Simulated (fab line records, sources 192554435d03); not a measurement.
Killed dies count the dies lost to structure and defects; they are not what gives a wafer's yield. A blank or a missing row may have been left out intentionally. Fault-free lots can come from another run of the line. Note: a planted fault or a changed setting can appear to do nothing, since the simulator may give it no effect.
Chamber matching	flow n5_finfet	N5_MOL_CONTACT_COAG_ETCH_48 on rie_diel-01: 4 sister chambers
The step etches SiOC in C4F6/O2, target depth 15 nm, overetch 4.5 nm, time 17 s. 14 wafers are shown with their chamber, then 7 later ones without.

WAFERS PAIRED WITH THEIR CHAMBERS
wafer	chamber	rf_vpp_V (V)	showerhead_plenum_p_Torr (Torr)	throttle_valve_pct (%)
L077.1	3	1544	2.70	41.4
L077.2	2	1625	2.89	40.5
L077.5	3	1541	2.70	41.4
L079.2	1	1631	2.91	40.4
L079.3	3	1541	2.70	41.4
L079.6	2	1624	2.89	40.5
L080.1	2	1623	2.88	40.5
L080.2	1	1631	2.91	40.4
L080.6	1	1631	2.91	40.3
L081.2	2	1624	2.88	40.5
L081.5	2	1625	2.88	40.5
L081.6	1	1631	2.91	40.4
L091.2	0	1608	2.96	40.7
L091.3	2	1625	2.87	40.6

SIGNATURES, as means of the wafers listed above
reading	chamber 0	chamber 1	chamber 2	chamber 3	scatter within a chamber
rf_vpp_V	1608.00	1631.00	1624.33	1542.00	0.966
showerhead_plenum_p_Torr	2.9600	2.9100	2.8817	2.7000	0.00532
throttle_valve_pct	40.700	40.375	40.517	41.400	0.0398
Rule: for each reading, subtract the chamber's mean from the wafer's reading, divide by that reading's scatter and square the result; add these up over the readings and take the root, which gives the wafer's distance from the chamber. The wafer belongs to the nearest chamber; if the next one is less than 2 further off, it can't be placed. The scatter: the root of (the sum of the squares of (reading less its chamber's mean) over the shown wafers, divided by (wafers less chambers)).

WAFERS WHOSE CHAMBER IS MISSING
wafer	rf_vpp_V (V)	showerhead_plenum_p_Torr (Torr)	throttle_valve_pct (%)
L091.4	1630	2.90	40.4
L095.2	1609	2.95	40.7
L095.3	1566	3.02	41.2
L095.6	1623	2.87	40.5
L097.1	1608	2.95	40.7
L097.3	1631	2.89	40.4
L097.6	1623	2.87	40.6

WHICH CHAMBER EACH WENT THROUGH
wafer	from the rows above	in truth
L091.4	1	1
L095.2	0	0
L095.3	0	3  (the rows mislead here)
L095.6	2	2
L097.1	0	0
L097.3	1	1
L097.6	2	2
Correct placement for 6 of the 7. Not placeable from these rows: 0. 1 placed wrongly.
